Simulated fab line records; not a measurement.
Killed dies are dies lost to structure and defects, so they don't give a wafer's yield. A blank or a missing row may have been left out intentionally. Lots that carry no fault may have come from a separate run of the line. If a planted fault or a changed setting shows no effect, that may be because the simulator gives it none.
fab line records ; flow n5Finfet
record: lots: 4; wafers: 11; lastDay: 17
route steps=1938 shown BEOL_M1@835 BEOL_M2@841 BEOL_M4@1111 PASSIVATION@1936
lots untouched by any fault: they come from a run of this same line in which no faults occurred
startH: hours from the record's opening day to when the first of the lot's shown wafers began ; waitH: hours since the lot's step before ; " the same as in the row above ; L1.1+2: a single row standing in for several wafers ; - value missing, or start not given ; * or withheld: withheld ; < > ~ a bound
route shown NAME@n: names a module that has steps shown in the file, with the first one's number in the route ; usual: mean and standard deviation over wafers with no fault ; same: alike in all rows ; chamber/n: place in a boat ; sites: the reading at each site ; _std_site: their standard deviation ; _edge_site: outer sites' mean less inner sites' ; radiusMm: how far each site lies from the wafer's centre ; mask NAME#n: copy n ; behind: tool/chamber where the wafer was last shaped ; hold: the reason the lot was held/the length of the hold in hours/how it ended ; device: the transistor (n, p or np) that didn't switch ; end of line: tests of these same wafers at the route's end ; step lacking rows: just its recipe ; killed: count of dies lost to structure and defects at first sort (not the wafer's yield) ; map: a wafer's dies, x killed, . not, _ none there
set.NAME: the setting that was run; set.NAME@STEP: the one run at that earlier step ; model.NAME: the simulator's own value behind a step, which no gauge read
lots seen at some steps along the route; tables by step, rows by wafer
services: from which hour (startH, from the record's first day; less than 0 if before it) a tool's chamber was out of use, for how many hours, and why
== steps ==
step: N5_BEOL_M1_PRE_CLEAN_60
recipe: gas: NH3/H2; timeS: 15; tempC: *; rfPowerW: 300
step: N5_BEOL_M1_CO_CAP_55
recipe: material: Co; targetThkA: 20; tempC: 200; precursor: CCTBA/H2; pressureTorr: 30; timeS: 102.1
step: N5_BEOL_M1_PRE_CLEAN_56
recipe: gas: NH3; timeS: 15; tempC: withheld; rfPowerW: 300
step: N5_BEOL_M1_DEP_57
recipe: material: SiCN; targetThkA: 80; tempC: withheld; precursor: 3MS/NH3; pressureTorr: 3; rfW: 202; timeS: 14
step: N5_BEOL_M2_ILD_DEP_00
recipe: material: SiOC; targetThkA: 790; tempC: 350; precursor: DEMS/O2; pressureTorr: 5; rfW: 500; timeS: 15.3
step: N5_BEOL_M2_PECVD_72
recipe: material: SiO2; targetThkA: 160; tempC: 400; precursor: TEOS/O2; pressureTorr: 5.5; rfW: 450; teosFlowSccm: 53.8; gas: O2; flowSccm: 3000; timeS: 18
step: N5_BEOL_M2_HM_DEP_02
recipe: material: TiN; targetThkA: 200; tempC: 25; chamberPressurePa: 0.49996
step: N5_BEOL_M2_COAT_61
recipe: resist: SOC; tempC: 250; timeS: 60; spinRpm: 1500; resistThkNm: 60
step: N5_BEOL_M2_COAT_62
recipe: resist: SiARC; tempC: 220; timeS: 60; spinRpm: 1500; resistThkNm: 12
usual: chillPlateTempC: 23.02/0.097; spinSpeedRpm: 1499.8/1.1
lot.wafer;tool;chamber;startH;waitH;chillPlateTempC;spinSpeedRpm;model.SiARC_of_BEOL_M2_COAT_62.thkNm
L657.2;lithoTrack-02;0;139.40;-;23.09;1498.3;12
L657.5;lithoTrack-02;0;139.40;-;23.07;1498.5;12
L657.6;lithoTrack-02;0;139.40;-;23.08;1498.8;12
L664.2;lithoTrack-02;0;182.87;-;22.93;1329.7;12.8
L664.3;lithoTrack-02;0;182.87;-;23.03;1330.4;12.8
L664.4;lithoTrack-02;0;182.87;-;23.23;1331.1;12.8
L668.2;lithoTrack-02;0;207.92;-;22.94;1331.3;12.6
L668.4;lithoTrack-02;0;207.92;-;22.83;1329.2;12.8
L668.6;lithoTrack-02;0;207.92;-;22.96;1328.9;12.6
L673.3;lithoTrack-01;0;239.72;-;23.05;1500.8;12
L673.4;lithoTrack-01;0;239.72;-;23.17;1500.9;12
step: N5_BEOL_M2_COAT_73
recipe: resist: underlayer; tempC: 205; timeS: 60; spinRpm: 1500; resistThkNm: 5
step: N5_BEOL_M2_COAT_05
recipe: resist: CAR-EUV; spinRpm: 1500; resistThkNm: 30
step: N5_BEOL_M2_EBR_07
recipe: solvent: PGMEA; ebrWidthMm: 1.5
step: N5_BEOL_M2_SOFTBAKE_06
recipe: tempC: 110; timeS: 60; resist: CAR-EUV
step: N5_BEOL_M2_EXPOSE_08
recipe: maskId: M2; na: 0.33; sourceShape: dipole; sigmaInner: 0.369; sigmaOuter: 0.767; polarization: unpolarized; doseMj: 41.25
step: N5_BEOL_M2_PEB_09
recipe: pebTempC: 100; pebTimeS: 60; resist: CAR-EUV
step: N5_BEOL_M2_DEVELOP_10
recipe: developTimeS: 30; developer: TMAH; resist: CAR-EUV; rinseLiquid: surfactantRinse; dry: airSpin; devTempC: 23
step: N5_BEOL_M2_DESCUM_16
recipe: chemistry: O2; timeS: 7; sourcePowerW: 50; biasPowerW: 20; pressureMtorr: 20; rfFrequencyHz: 2.712e+07; tempC: 40; resist: CAR-EUV; o2FlowSccm: 225
step: N5_BEOL_M2_ETCH_74
recipe: chemistry: N2/H2; target: underlayer; targetDepthA: 65; maskMaterial: CAR-EUV; timeS: 5.2; ionEnergyEv: 200; pressureMtorr: 30; sourceW: 840; biasW: 150; n2FlowSccm: 200; h2FlowSccm: 200; ends: cleared
step: N5_BEOL_M2_ETCH_63
recipe: chemistry: CF4; target: SiARC; targetDepthA: 156; maskMaterial: CAR-EUV; timeS: 26; ionEnergyEv: 80; pressureMtorr: 40; sourceW: 545; biasW: 36; Ar_flow_sccm: 100; cf4FlowSccm: 100; ends: cleared
usual: drypumpMotorCurrentA: 5.7/0.4; etchRfOnTimeS: 26.2/1.2; mfcArSccm: 99.96/0.28; oesProductAu: 0.67/0.079; rfVppV: 184.2/1.3; showerheadPlenumPTorr: 2.16/0.082; throttleValvePct: 15.61/0.26
lot.wafer;tool;chamber;startH;waitH;drypumpMotorCurrentA;etchRfOnTimeS;mfcArSccm;oesProductAu;rfHoursCounterH;rfVppV;showerheadPlenumPTorr;throttleValvePct;model.etch.depthNm
L657.2;rieDiel-03;1;139.89;0.0;6.2;26.2;99.44;0.60;238;183.6;2.10;15.46;11.97
L657.5;rieDiel-03;3;139.89;0.0;6.0;26.1;99.77;0.73;-;185.1;2.19;15.47;11.91
L657.6;rieDiel-03;2;139.89;0.0;5.6;26.8;99.65;0.65;-;184.9;2.17;15.77;11.95
L664.2;rieDiel-03;2;183.50;0.0;5.6;29.5;100.22;0.63;135;184.5;2.17;15.78;12.82
L664.3;rieDiel-03;3;183.50;0.0;6.0;28.3;100.01;0.72;71;185.7;2.18;15.47;12.78
L664.4;rieDiel-03;3;183.50;0.0;6.0;28.4;99.75;0.71;-;184.8;2.18;15.47;12.82
L668.2;rieDiel-03;3;208.48;0.0;6.0;27.6;100.17;0.71;80;185.4;2.18;15.49;12.68
L668.4;rieDiel-03;2;208.48;0.0;5.6;28.8;99.93;0.63;-;185.6;2.16;15.81;12.71
L668.6;rieDiel-03;3;208.48;0.0;6.0;27.7;99.98;0.70;-;184.5;2.18;15.51;12.7
L673.3;rieDiel-02;1;240.41;0.0;5.9;26.0;99.41;0.79;15;187.2;2.27;15.37;11.99
L673.4;rieDiel-02;2;240.41;0.0;5.3;24.4;100.18;0.76;44;186.0;2.29;15.69;11.94
step: N5_BEOL_M2_ETCH_64
recipe: chemistry: N2/H2; target: SOC; targetDepthA: 750; overetchA: 225; maskMaterial: SiARC; tempC: 40; timeS: 121.9; ionEnergyEv: 200; pressureMtorr: 30; sourceW: 840; biasW: 150; n2FlowSccm: 200; h2FlowSccm: 200
usual: drypumpMotorCurrentA: 5.7/0.4; oesProductAu: 0.60/0.061; rfVppV: 524.3/2.6; showerheadPlenumPTorr: 2.56/0.094; throttleValvePct: 17.81/0.28
lot.wafer;tool;chamber;startH;waitH;drypumpMotorCurrentA;oesProductAu;rfHoursCounterH;rfVppV;showerheadPlenumPTorr;throttleValvePct;model.SiARC_of_BEOL_M2_COAT_62.thkNm
L657.2;rieDiel-03;1;139.92;0.0;6.2;0.54;238;522.5;2.49;17.68;6.4
L657.5;rieDiel-03;3;139.92;0.0;6.0;0.66;-;524.4;2.58;17.55;6.4
L657.6;rieDiel-03;2;139.92;0.0;5.6;0.59;-;524.0;2.53;17.60;6.4
L664.2;rieDiel-03;2;183.52;0.0;5.6;0.58;135;523.8;2.52;17.64;7.4
L664.3;rieDiel-03;3;183.52;0.0;6.0;0.63;71;525.8;2.57;17.59;7.2
L664.4;rieDiel-03;3;183.52;0.0;6.0;0.64;-;524.8;2.57;17.60;7.2
L668.2;rieDiel-03;3;208.51;0.0;6.0;0.62;80;525.3;2.56;17.60;7
L668.4;rieDiel-03;2;208.51;0.0;5.6;0.58;-;525.1;2.52;17.63;7.2
L668.6;rieDiel-03;3;208.51;0.0;6.0;0.63;-;525.1;2.56;17.61;7
L673.3;rieDiel-02;1;240.44;0.0;5.9;0.69;15;527.7;2.71;17.59;6.2
L673.4;rieDiel-02;2;240.44;0.0;5.3;0.64;44;528.3;2.71;17.95;6
step: N5_BEOL_M2_STRIP_65
recipe: chemistry: N2/H2; tempC: 40; n2FlowSccm: 200; h2FlowSccm: 200; rfFrequencyHz: 6e+07
step: N5_BEOL_M4_RC_MEAS_101
usual: DIBL_N: 36.6/2.3; DIBL_P: 36.3/2.8; IOFF_N: 0.17/0.047; IOFF_P: 0.22/0.048; ION_N: 676/14; ION_P: 463/9.4; SS_N: 71.6/0.84; SS_P: 73.4/0.85; VT_N: 249/3.7; VT_P: -249/3.6
lot.wafer;tool;chamber;startH;waitH;DIBL_N[mV/V];DIBL_P[mV/V];IOFF_N[nA/um];IOFF_P[nA/um];ION_N[uA/um];ION_P[uA/um];SS_N[mV/dec];SS_P[mV/dec];VT_N[mV];VT_P[mV]
L657.2;prober-01;0;179.57;0.2;32.9;31.5;0.12;0.16;661;461;70.1;72.5;252;-252
L657.5;prober-01;0;179.57;0.2;35.8;34.1;0.14;0.19;674;456;71.7;72.3;252;-250
L657.6;prober-01;0;179.57;0.2;34.1;32.4;0.12;0.16;656;450;70.5;72.0;251;-252
L664.2;prober-02;0;214.70;0.2;37.0;37.2;0.17;0.19;678;459;72.2;73.2;250;-254
L664.3;prober-02;0;214.70;0.2;37.4;35.3;0.18;0.17;655;442;72.9;73.4;250;-254
L664.4;prober-02;0;214.70;0.2;33.6;31.3;0.11;0.13;637;441;70.7;72.1;257;-260
L668.2;prober-01;0;238.38;0.2;38.3;38.5;0.21;0.26;681;462;70.8;73.8;244;-245
L668.4;prober-01;0;238.38;0.2;35.8;35.0;0.16;0.21;667;457;70.3;72.9;247;-250
L668.6;prober-01;0;238.38;0.2;35.4;35.0;0.14;0.19;675;464;71.0;73.4;250;-250
L673.3;prober-02;0;265.92;0.3;42.0;40.8;0.31;0.32;677;463;74.7;75.0;246;-241
L673.4;prober-02;0;265.92;0.3;38.5;39.3;0.22;0.29;693;476;72.6;74.6;245;-243
step: N5_PASSIVATION_PROBE_49
usual: defectLimitedYield: 91.5/1.5; killed_at_M0_to_M3: 33/9.9; killed_at_M4_up: 14/5.2; killedAtContacts: 11/5.2; killedAtFrontEnd: 38/10; killedAtOther: 4/3.5; killedDies: 100/18; killedOpen: 66/14; killedShort: 32/6.9; sort_bin_4_leakage: 0.00/0.027; sort_bin_5_function: 5.0/1; sort_bin_6_memory: 3.1/0.69; sort_bin_8_speed: 0.03/0.26; sortNPass: 1080/18; sortYieldPct: 91.5/1.5
same: grossDies: 1180; killedAtBackSide: 0
lot.wafer;tool;chamber;startH;waitH;defectLimitedYield[%];killed_at_M0_to_M3;killed_at_M4_up;killedAtContacts;killedAtFrontEnd;killedAtOther;killedDies;killedOpen;killedShort;sort_bin_4_leakage[%];sort_bin_5_function[%];sort_bin_6_memory[%];sort_bin_8_speed[%];sortNPass;sortYieldPct[%]
L657.2;prober-02;-;287.49;0.1;92.5;28;18;10;32;0;88;60;28;0;4.3;2.8;0;1092;92.5
L657.5;prober-02;-;287.64;0.2;93.0;25;13;2;40;3;83;57;26;0;3.5;3.3;0;1097;93.0
L657.6;prober-02;-;287.69;0.3;92.5;31;16;5;31;6;89;59;29;0;5.0;2.5;0;1091;92.5
L664.2;prober-02;-;327.76;0.1;91.3;34;24;4;30;11;103;68;29;0;5.8;2.6;0;1077;91.3
L664.3;prober-02;-;327.81;0.1;91.1;28;16;16;42;3;105;73;30;0;4.7;4.0;0.08;1074;91.0
L664.4;prober-02;-;327.86;0.2;92.4;31;15;13;28;3;90;66;23;0;5.0;2.3;3.05;1054;89.3
L668.2;prober-02;-;347.66;0.1;88.9;49;7;18;52;5;131;82;47;0;6.8;3.9;0;1049;88.9
L668.4;prober-02;-;347.76;0.2;92.5;24;12;10;42;1;89;52;26;0;4.2;2.0;0;1091;92.5
L668.6;prober-02;-;347.86;0.3;92.2;25;24;3;36;4;92;61;31;0;4.7;3.0;0;1088;92.2
L673.3;prober-02;-;404.93;0.1;91.8;46;12;10;29;0;97;67;30;0.25;5.4;2.5;0;1080;91.5
L673.4;prober-02;-;404.98;0.2;91.4;46;10;11;32;2;101;66;35;0;5.3;2.7;0;1079;91.4
killed by level:class
L657.2 BEOL_M3:geometricParticle:open=9 MOL_CONTACT_COAG:geometricParticle:open=8 STI_FIN_REVEAL:geometricParticle:open=7 FIN_SAQP:geometricParticle:short=6 BEOL_M1:geometricParticle:open=5 BEOL_M0_SAQP:geometricParticle:open=4 BEOL_M4:geometricParticle:open=4 FIN_SAQP:geometricParticle:open=3
L657.5 FIN_SAQP:geometricParticle:open=12 BEOL_M0_SAQP:geometricParticle:open=9 STI_FIN_REVEAL:geometricParticle:open=6 FIN_SAQP:geometricParticle:short=5 BEOL_M4:geometricParticle:open=5 STARTING-WAFER:geometricParticle:short=5 STI_FIN_REVEAL:geometricParticle:short=3 BEOL_M0_SAQP:geometricParticle:short=3
L657.6 STI_FIN_REVEAL:geometricParticle:open=11 FIN_SAQP:geometricParticle:short=9 BEOL_M0_SAQP:geometricParticle:open=8 BEOL_M3:geometricParticle:open=7 BEOL_M1:geometricParticle:open=5 FIN_SAQP:geometricParticle:open=4 MOL_CONTACT_COAG:geometricParticle:open=4 BEOL_M3:geometricParticle:short=4
L664.2 BEOL_M0_SAQP:geometricParticle:open=12 BEOL_M4:geometricParticle:open=10 FIN_SAQP:geometricParticle:open=6 BEOL_M3:geometricParticle:open=6 DUMMY_GATE:geometricParticle:open=5 BEOL_M2:geometricParticle:open=5 PASSIVATION:areaEtch=5 DUMMY_GATE:geometricParticle:short=4
L664.3 FIN_SAQP:geometricParticle:open=10 MOL_CONTACT_COAG:geometricParticle:open=10 BEOL_M2:geometricParticle:open=10 BEOL_M4:geometricParticle:open=10 FIN_SAQP:geometricParticle:short=9 BEOL_M0_SAQP:geometricParticle:open=7 MOL_CONTACT_COAG:geometricParticle:short=6 DUMMY_GATE:geometricParticle:open=5
L664.4 MOL_CONTACT_COAG:geometricParticle:open=12 DUMMY_GATE:geometricParticle:open=10 BEOL_M0_SAQP:geometricParticle:short=10 BEOL_M2:geometricParticle:open=8 STI_FIN_REVEAL:geometricParticle:open=6 BEOL_M4:geometricParticle:open=6 BEOL_M3:geometricParticle:open=4 GATE_CUT:geometricParticle:short=3
L668.2 MOL_CONTACT_COAG:geometricParticle:open=14 BEOL_M2:geometricParticle:open=13 DUMMY_GATE:geometricParticle:open=10 BEOL_M0_SAQP:geometricParticle:short=10 BEOL_M1:geometricParticle:open=10 FIN_SAQP:geometricParticle:short=6 BEOL_M3:geometricParticle:open=6 FIN_SAQP:geometricParticle:open=5
L668.4 HKMG_FIN:areaEtch=10 STI_FIN_REVEAL:geometricParticle:open=9 MOL_CONTACT_COAG:geometricParticle:open=9 GATE_CUT:geometricParticle:short=7 BEOL_M0_SAQP:geometricParticle:short=6 BEOL_M0_SAQP:geometricParticle:open=5 FIN_SAQP:geometricParticle:short=4 BEOL_M1:geometricParticle:open=4
L668.6 GATE_CUT:geometricParticle:short=7 BEOL_M2:geometricParticle:open=7 BEOL_M4:geometricParticle:open=6 FIN_SAQP:geometricParticle:short=5 FIN_SAQP:geometricParticle:open=5 BEOL_M0:geometricParticle:open=5 STI_FIN_REVEAL:geometricParticle:open=4 DUMMY_GATE:geometricParticle:open=3
L673.3 BEOL_M2:geometricParticle:open=14 STI_FIN_REVEAL:geometricParticle:open=10 BEOL_M0_SAQP:geometricParticle:open=10 BEOL_M0_SAQP:geometricParticle:short=8 MOL_CONTACT_COAG:geometricParticle:open=7 FIN_SAQP:geometricParticle:open=5 FIN_SAQP:geometricParticle:short=4 BEOL_M2:geometricParticle:short=4
L673.4 STI_FIN_REVEAL:geometricParticle:open=15 BEOL_M0_SAQP:geometricParticle:short=15 BEOL_M0_SAQP:geometricParticle:open=11 MOL_CONTACT_COAG:geometricParticle:open=9 BEOL_M2:geometricParticle:open=6 STI_FIN_REVEAL:geometricParticle:short=5 BEOL_M0:geometricParticle:open=4 FIN_SAQP:geometricParticle:open=3
== services ==
tool;chamber;startH;hours;kind
rieDiel-03;2;128.56;3.6;repair
rieDiel-02;3;139.10;12.7;repair
rieDiel-03;1;174.77;-;clean
rieDiel-03;1;174.77;-;consumableReplace:focusRing
rieDiel-03;1;174.77;17.9;scheduledDown
rieDiel-03;1;174.77;17.9;ventCycle
rieDiel-02;1;177.05;-;clean
rieDiel-02;1;177.05;-;consumableReplace:focusRing
rieDiel-02;1;177.05;-;consumableReplace:showerhead
rieDiel-02;1;177.05;17.0;scheduledDown
rieDiel-02;1;177.05;17.0;ventCycle
rieDiel-03;0;206.91;-;clean
rieDiel-03;0;206.91;-;consumableReplace:focusRing
rieDiel-03;0;206.91;-;consumableReplace:showerhead
rieDiel-03;0;206.91;19.3;scheduledDown
rieDiel-03;0;206.91;19.3;ventCycle
== key ==
firstSign: step: N5_BEOL_M2_COAT_62; reading: spinSpeedRpm; direction: down; sigmas: 99+; usual: *; struck: *
effect none on later readings
modelEffect: step: N5_BEOL_M2_COAT_62; value: SiARC_of_BEOL_M2_COAT_62.thkNm; without: 12; struck: 12.73
modelEffect: step: N5_BEOL_M2_ETCH_63; value: etch.depthNm; without: 12.01; struck: 12.75
modelEffect: step: N5_BEOL_M2_ETCH_64; value: SiARC_of_BEOL_M2_COAT_62.thkNm; without: 6.467; struck: 7.167
metAt N5_BEOL_M2_COAT_62
struckWafers L664.2,L664.3,L664.4,L668.2,L668.4,L668.6
baselineLoss: step: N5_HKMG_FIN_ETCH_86; wafers: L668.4
onsetBetween 139.40 182.87
fault: kind: processParameterDrift; tool: lithoTrack-02; chamber: -; onsetH: 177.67; steps: N5_BEOL_M2_COAT_62; channel: spinRpm; offset: *; shape: step; endH: 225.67; actsIn: *; stated: *
baselineLoss: these wafers lose ten dies or more at that step, a loss of the line's own and not of a fault; the sort's usual values leave them out
